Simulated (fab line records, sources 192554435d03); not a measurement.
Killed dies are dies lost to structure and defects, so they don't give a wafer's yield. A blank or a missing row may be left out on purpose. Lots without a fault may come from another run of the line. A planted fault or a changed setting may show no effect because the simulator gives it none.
fab line records | flow n5_finfet | part 2 of 2: steps 21 to 29 of 29
record lots=5 wafers=15 last_day=18
route steps=1938 shown SPACER0@258 SD_EPI_N@262
lots that met no fault: from a run of the same line without faults
start_h: hours from the record's first day to the start of the lot's first wafer shown | wait_h: hours since the lot's step before | " the same as in the row above | L1.1+2: a row that stands for several wafers | - no value, or no start given | * or withheld: withheld | < > ~ a bound
route shown NAME@n: a module of which the file shows steps, and the number in the route of the first | usual: mean/standard deviation of fault-free wafers | same: alike in all rows | chamber/n: place in a boat | sites: the reading at each site | _std_site: their standard deviation | _edge_site: outer sites' mean less inner sites' | radius_mm: how far each site lies from the wafer's centre | mask NAME#n: copy n | behind: the tool/chamber that last shaped the wafer | hold: why the lot was held/for how many hours/how that ended | device: the transistor (n, p or np) that didn't switch | end of line: the same wafers' tests at the end of the route | a step without rows: its recipe alone | killed: dies lost to structure and defects at the first sort, not the wafer's yield | map: a wafer's dies, x killed, . not, _ none there
set.NAME: the setting as run; set.NAME@STEP: as run at that earlier step | model.NAME: the simulator's own value behind a step, which no gauge read
lots at some steps of the route; a table a step, a row a wafer
services: from which hour (start_h, from the record's first day; less than 0 if before it) a tool's chamber was out of use, for how many hours, and why
## steps
# step N5_SD_EPI_N_ETCH_45
# recipe chemistry=CH3F/O2 target=SiOCN target_depth_a=60 mask_material=SOC ion_energy_ev=60 bias_w=29 pressure_mtorr=15 source_w=410 Ar_flow_sccm=150 CH3F_flow_sccm=30 O2_flow_sccm=20
# usual drypump_motor_current_A=5.7/0.4 oes_product_au=0.80/0.085 rf_vpp_V=127.4/1.1 showerhead_plenum_p_Torr=1.99/0.062 throttle_valve_pct=23.24/0.24
# columns lot.wafer tool chamber start_h wait_h drypump_motor_current_A oes_product_au rf_hours_counter_h rf_vpp_V showerhead_plenum_p_Torr throttle_valve_pct
L077.1 rie_diel-06 0 66.97 0.1 5.2 0.75 162 129.5 2.08 23.02
L077.2 " 1 " " 6.4 0.70 244 125.8 1.87 23.29
L077.4 " 2 " " 5.7 0.95 22 127.2 2.04 23.06
L087.1 rie_diel-01 1 132.98 0.1 5.4 0.71 238 126.6 1.96 23.58
L087.3 " 3 " " 6.1 0.71 234 127.1 1.94 23.33
L087.5 " 1 " " 5.3 0.72 - 127.7 1.96 23.59
L089.2 rie_diel-01 3 142.92 0.1 6.2 0.69 237 126.5 1.94 23.33
L089.4 " 0 " " 5.2 0.86 58 128.6 2.10 23.19
L089.5 " 2 " " 5.6 0.88 - 127.7 1.94 23.00
L094.1 rie_diel-04 2 169.84 0.1 6.0 0.71 184 127.9 1.97 22.91
L094.3 " 0 " " 6.0 0.79 119 126.1 1.93 23.23
L094.6 " 1 " " 5.9 0.67 - 126.4 2.06 23.65
L097.2 rie_diel-06 2 187.17 0.1 5.8 0.86 66 127.2 2.02 23.11
L097.5 " 0 " " 5.2 0.70 - 128.0 2.07 23.08
L097.6 " 3 " " 5.0 0.86 - 126.2 1.95 23.22
# step N5_SD_EPI_N_ETCH_16
# recipe chemistry=CHF3/O2 target=SiO2 target_depth_a=50 mask_material=SOC pressure_mtorr=30 source_w=650 bias_w=170 Ar_flow_sccm=200 CHF3_flow_sccm=50 O2_flow_sccm=5 ion_energy_ev=200
# usual drypump_motor_current_A=5.7/0.4 oes_product_au=0.80/0.086 rf_vpp_V=519/15 showerhead_plenum_p_Torr=2.41/0.072 throttle_valve_pct=18.83/0.23
# columns lot.wafer tool chamber start_h wait_h drypump_motor_current_A oes_product_au rf_hours_counter_h rf_vpp_V showerhead_plenum_p_Torr throttle_valve_pct
L077.1 rie_diel-06 0 67.07 0.1 5.2 0.75 162 507 2.51 18.64
L077.2 " 1 " " 6.4 0.70 244 498 2.27 19.05
L077.4 " 2 " " 5.8 0.95 22 523 2.46 18.69
L087.1 rie_diel-01 1 133.08 0.1 5.3 0.71 238 535 2.38 19.27
L087.3 " 3 " " 6.1 0.71 234 530 2.35 18.88
L087.5 " 1 " " 5.3 0.72 - 535 2.38 19.25
L089.2 rie_diel-01 3 143.02 0.1 6.1 0.70 237 532 2.35 18.88
L089.4 " 0 " " 5.2 0.85 58 537 2.53 18.75
L089.5 " 2 " " 5.6 0.88 - 503 2.34 18.58
L094.1 rie_diel-04 2 169.94 0.1 6.0 0.70 184 514 2.39 18.60
L094.3 " 0 " " 5.9 0.78 119 509 2.33 18.68
L094.6 " 1 " " 5.8 0.67 - 547 2.48 19.18
L097.2 rie_diel-06 2 187.27 0.1 5.8 0.87 66 522 2.44 18.74
L097.5 " 0 " " 5.2 0.71 - 506 2.49 18.72
L097.6 " 3 " " 5.1 0.86 - 507 2.35 18.88
# step N5_SD_EPI_N_STRIP_47
# recipe chemistry=CHF3/O2 resist=SiARC rf_frequency_hz=6e+07
# columns lot.wafer tool chamber start_h wait_h
L077.1+2+4 rie_diel-06 0,1,2 67.11 0.0
L087.1+3+5 rie_diel-01 1,3,1 133.12 0.0
L089.2+4+5 rie_diel-01 3,0,2 143.06 0.0
L094.1+3+6 rie_diel-04 2,0,1 169.98 0.0
L097.2+5+6 rie_diel-06 2,0,3 187.31 0.0
# step N5_SD_EPI_N_SD_RECESS_17
# recipe chemistry=HBr/Cl2/O2 target_depth_a=410 mask_material=SOC time_s=23.7 bt_time_s=3 pressure_mtorr=10 icp_w=800 bias_w=112 HBr_flow_sccm=150 Cl2_flow_sccm=80 O2_flow_sccm=12
# usual drypump_motor_current_A=5.6/0.49 oes_product_au=1.002/0.019 throttle_valve_pct=36.9/0.45
# columns lot.wafer tool chamber start_h wait_h drypump_motor_current_A oes_product_au rf_hours_counter_h throttle_valve_pct
L077.1 rie_si-02 0 67.14 0.0 6.2 1.009 36 37.6
L077.2 " 3 " " 4.8 1.000 27 36.5
L077.4 " 0 " " 6.2 1.014 - 37.6
L087.1 rie_si-02 1 133.15 0.0 5.6 1.014 1 37.0
L087.3 " 3 " " 4.8 1.009 28 36.5
L087.5 " 1 " " 5.5 1.014 - 37.0
L089.2 rie_si-03 2 143.10 0.0 5.7 0.991 121 36.3
L089.4 " 0 " " 6.4 0.994 114 36.6
L089.5 " 3 " " 5.5 1.024 - 37.4
L094.1 rie_si-01 3 170.01 0.0 4.7 0.988 49 37.2
L094.3 " 1 " " 5.6 0.959 77 37.5
L094.6 " 3 " " 4.7 0.984 - 37.2
L097.2 rie_si-02 3 187.34 0.0 4.8 1.003 29 36.5
L097.5 " 2 " " 5.8 1.041 - 36.9
L097.6 " 1 " " 5.6 1.005 - 37.0
# step N5_SD_EPI_N_STRIP_38
# recipe chemistry=N2/H2 power_w=1000 temp_c=250 h2_frac=0.65 overash_fraction=0.3 pressure_mtorr=withheld n2_flow_sccm=1750 h2_flow_sccm=3250
# usual drypump_motor_current_A=5.5/0.34 h2_flow_sccm=3253/11 heater_power_w=340/40 oes_product_au=0.761/0.012
# columns lot.wafer tool chamber start_h wait_h drypump_motor_current_A h2_flow_sccm heater_power_w oes_product_au rf_hours_counter_h
L077.1 plasma_asher-01 0 67.24 0.1 5.7 3261 392 0.775 34
L077.2 " 1 " " 5.5 3258 364 0.754 34
L077.4 " 0 " " 5.7 3251 397 0.748 -
L087.1 plasma_asher-01 1 133.24 0.1 5.5 3251 363 0.769 46
L087.3 " 0 " " 5.6 3258 386 0.762 -
L087.5 " 1 " " 5.4 3241 361 0.756 -
L089.2 plasma_asher-01 0 143.19 0.1 5.6 3269 393 0.761 48
L089.4 " 0 " " 5.6 3253 383 0.765 -
L089.5 " 1 " " 5.4 3252 362 0.768 -
L094.1 plasma_asher-01 1 170.12 0.1 5.5 3259 360 0.749 54
L094.3 " 0 " " 5.7 3248 404 0.741 -
L094.6 " 1 " " 5.5 3255 358 0.767 -
L097.2 plasma_asher-01 1 187.43 0.1 5.4 3248 350 0.753 58
L097.5 " 1 " " 5.4 3261 368 0.755 -
L097.6 " 0 " " 5.6 3264 388 0.751 -
# step N5_SD_EPI_N_WET_ETCH_43
# recipe chemistry=dHF dilution=withheld time_s=14 target=SiO2 target_depth_a=15 temp_c=25
# columns lot.wafer tool chamber start_h wait_h
L077.1+2+4 wet_bench-05 5,2,4 67.32 -
L087.1+3+5 wet_bench-05 2,1,7 133.33 -
L089.2+4+5 wet_bench-05 2,7,1 143.28 -
L094.1+3+6 wet_bench-03 0,6,2 170.21 -
L097.2+5+6 wet_bench-05 3,7,1 187.52 -
# step N5_SD_EPI_N_STRIP_18
# recipe chemistry=SPM time_s=750 temp_c=130 h2so4_h2o2_vol_ratio=4
# columns lot.wafer tool chamber start_h wait_h
L077.1+2+4 wet_bench-05 5,2,4 67.33 0.0
L087.1+3+5 wet_bench-05 2,1,7 133.34 0.0
L089.2+4+5 wet_bench-05 2,7,1 143.28 0.0
L094.1+3+6 wet_bench-03 0,6,2 170.21 0.0
L097.2+5+6 wet_bench-05 3,7,1 187.53 0.0
# step N5_SD_EPI_N_SRD_20
# recipe dry=ipa_marangoni do_ppb=5 time_s=30 temp_c=23 rinse_liquid=diw
# columns lot.wafer tool chamber start_h wait_h
L077.1+2+4 wet_bench-05 5,2,4 67.54 0.0
L087.1+3+5 wet_bench-05 2,1,7 133.54 0.0
L089.2+4+5 wet_bench-05 2,7,1 143.49 0.0
L094.1+3+6 wet_bench-03 0,6,2 170.44 0.0
L097.2+5+6 wet_bench-05 3,7,1 187.73 0.0
# step N5_SD_EPI_N_PRECLEAN_48
# recipe chemistry=NF3:NH3 afs_cycles=2 temp_c=30 time_s=20 sublimation_temp_c=180 sublimation_time_s=60 pressure_torr=3 rf_power_w=30
# usual chamber_pressure_Torr=3.001/0.0062
# same afs_cycles=2
# columns lot.wafer tool chamber start_h wait_h chamber_pressure_Torr
L077.1 epi_rpcvd-01 0 67.59 0.0 2.995
L077.2 " 0 " " 2.999
L077.4 " 0 " " 3.000
L087.1 epi_rpcvd-03 0 133.60 0.0 3.009
L087.3 " 0 " " 3.014
L087.5 " 0 " " 3.012
L089.2 epi_rpcvd-03 0 143.60 0.1 2.999
L089.4 " 0 " " 3.003
L089.5 " 0 " " 3.005
L094.1 epi_rpcvd-03 0 170.49 0.0 2.996
L094.3 " 0 " " 2.995
L094.6 " 0 " " 3.005
L097.2 epi_rpcvd-02 0 187.84 0.1 2.998
L097.5 " 0 " " 2.994
L097.6 " 0 " " 2.999
## services
# columns tool chamber start_h hours kind
wet_bench-03 - 47.51 1.3 repair
arfi_scanner-02 - 49.21 0.2 repair
rie_diel-04 1 51.36 4.4 repair
ald_sin-04 - 56.55 1.3 repair
ald_sin-02 2 56.64 15.4 repair
ald_sin-03 0 59.46 1.5 repair
arfi_scanner-03 - 61.55 1.0 pm
rie_si-01 0 63.89 7.6 repair
epi_rpcvd-02 - 70.57 0.9 repair
arfi_scanner-01 - 73.85 0.8 repair
ald_sin-03 - 85.37 14.0 pm
rie_si-02 2 100.50 7.3 repair
rie_diel-04 3 122.87 3.9 repair
rie_diel-04 - 126.60 2.8 pm
ald_sin-02 2 130.82 3.4 repair
rie_diel-01 - 144.78 4.3 pm
rie_si-02 0 148.94 4.1 repair
ald_sin-04 0 151.87 11.8 repair
arfi_scanner-03 - 166.44 1.3 pm
arfi_scanner-03 - 170.89 1.1 repair
rie_diel-06 3 173.08 5.7 repair
ald_sin-02 - 177.38 14.0 pm
rie_si-02 3 183.08 3.6 repair
rie_diel-04 3 185.80 9.3 repair
